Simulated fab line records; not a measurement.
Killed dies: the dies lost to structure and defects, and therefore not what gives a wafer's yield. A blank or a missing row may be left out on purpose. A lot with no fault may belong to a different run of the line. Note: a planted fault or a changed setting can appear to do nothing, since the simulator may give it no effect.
Which tool is to blame? || flow nand-harc || 13 lots with 39 wafers sampled at 2 steps, on a route of 1302 steps

WHAT THE GAUGES SHOWED, per wafer
NHARC_P_STI_OVL_MEAS_10.
{"lot": "L936", "measured": "day 3 19:31", "on": "overlay-01", "overlay-x-nm (nm)": "3 2 2", "overlay-y-nm (nm)": "9 9 8"}
{"lot": "L937", "measured": "day 4 03:28", "on": "overlay-01", "overlay-x-nm (nm)": "1 1 1", "overlay-y-nm (nm)": "10 10 10"}
{"lot": "L938", "measured": "day 4 11:34", "on": "overlay-02", "overlay-x-nm (nm)": "-7 -7 -7", "overlay-y-nm (nm)": "-1 -1 -1"}
{"lot": "L941", "measured": "day 5 18:04", "on": "overlay-02", "overlay-x-nm (nm)": "2 2 3", "overlay-y-nm (nm)": "7 7 7"}
{"lot": "L942", "measured": "day 6 04:08", "on": "overlay-02", "overlay-x-nm (nm)": "-3 -3 -3", "overlay-y-nm (nm)": "0 0 0"}
{"lot": "L944", "measured": "day 7 01:34", "on": "overlay-01", "overlay-x-nm (nm)": "6 7 6", "overlay-y-nm (nm)": "-6 -6 -6"}
{"lot": "L945", "measured": "day 7 10:34", "on": "overlay-01", "overlay-x-nm (nm)": "-7 -7 -7", "overlay-y-nm (nm)": "4 4 4"}
{"lot": "L946", "measured": "day 7 22:44", "on": "overlay-01", "overlay-x-nm (nm)": "0 0 -1", "overlay-y-nm (nm)": "-10 -10 -10"}
{"lot": "L948", "measured": "day 8 15:17", "on": "overlay-02", "overlay-x-nm (nm)": "4 4 4", "overlay-y-nm (nm)": "-4 -5 -5"}
{"lot": "L949", "measured": "day 9 02:46", "on": "overlay-01", "overlay-x-nm (nm)": "0 0 0", "overlay-y-nm (nm)": "3 3 3"}
{"lot": "L950", "measured": "day 9 13:08", "on": "overlay-02", "overlay-x-nm (nm)": "-1 -1 -1", "overlay-y-nm (nm)": "-3 -3 -4"}
{"lot": "L956", "measured": "day 11 22:07", "on": "overlay-02", "overlay-x-nm (nm)": "15 15 15", "overlay-y-nm (nm)": "-1 -2 -2"}
{"lot": "L957", "measured": "day 12 09:16", "on": "overlay-01", "overlay-x-nm (nm)": "-3 -4 -3", "overlay-y-nm (nm)": "8 8 8"}

NHARC_P_STI_INSPECT_11.
{"lot": "L936", "measured": "day 3 19:33", "on": "defect-inspect-01", "raw-defect-count": "3 5 3"}
{"lot": "L937", "measured": "day 4 03:30", "on": "defect-inspect-01", "raw-defect-count": "6 2 4"}
{"lot": "L938", "measured": "day 4 11:37", "on": "defect-inspect-02", "raw-defect-count": "9 4 8"}
{"lot": "L941", "measured": "day 5 18:06", "on": "defect-inspect-01", "raw-defect-count": "4 4 6"}
{"lot": "L942", "measured": "day 6 04:10", "on": "defect-inspect-02", "raw-defect-count": "2 4 6"}
{"lot": "L944", "measured": "day 7 01:35", "on": "defect-inspect-01", "raw-defect-count": "5 5 9"}
{"lot": "L945", "measured": "day 7 10:37", "on": "defect-inspect-02", "raw-defect-count": "6 5 8"}
{"lot": "L946", "measured": "day 7 22:47", "on": "defect-inspect-02", "raw-defect-count": "5 3 2"}
{"lot": "L948", "measured": "day 8 15:20", "on": "defect-inspect-02", "raw-defect-count": "4 12 3"}
{"lot": "L949", "measured": "day 9 02:48", "on": "defect-inspect-01", "raw-defect-count": "4 1 4"}
{"lot": "L950", "measured": "day 9 13:11", "on": "defect-inspect-02", "raw-defect-count": "5 9 1"}
{"lot": "L956", "measured": "day 11 22:09", "on": "defect-inspect-02", "raw-defect-count": "3 1 9"}
{"lot": "L957", "measured": "day 12 09:19", "on": "defect-inspect-01", "raw-defect-count": "4 3 5"}

WHAT TOOL EACH LOT RAN ON (gives the tool, then ch and the chambers of the sampled wafers, and finally the start)
No process step before these readings appears in the record.

AS READ BY THE TOOLS THEMSELVES (means over the sampled wafers that have a number; for cases with no such wafer, the mark the record gives instead)
The record holds no such reading with a usual standard deviation.

THE ANSWER, worked out from the rows above alone
Rule: the lots themselves supply what counts as usual. Put in order of their means at a reading, lots are off if they are a third of the lots or fewer, leave a main group of 4 or more, and stand apart from it by a gap of 3 or more times the standard deviation of the main group's means; of several such gaps the widest counts. If all means in a main group match to the digits the tables above print for the reading, that group is not used. Also off: a lot with no number at a reading for which 4 or more lots have one. All remaining lots with rows at the step are treated as sound. First the gauges in route order, then the tools' own readings, where a lot's mean is used as printed above. The first step at which some lot is off is used, and at that step the reading that is off furthest; a lot without a number counts as furthest.
No lot is off on any of the readings shown, so nothing can be concluded from this.

WHAT THE SIMULATOR PUT IN
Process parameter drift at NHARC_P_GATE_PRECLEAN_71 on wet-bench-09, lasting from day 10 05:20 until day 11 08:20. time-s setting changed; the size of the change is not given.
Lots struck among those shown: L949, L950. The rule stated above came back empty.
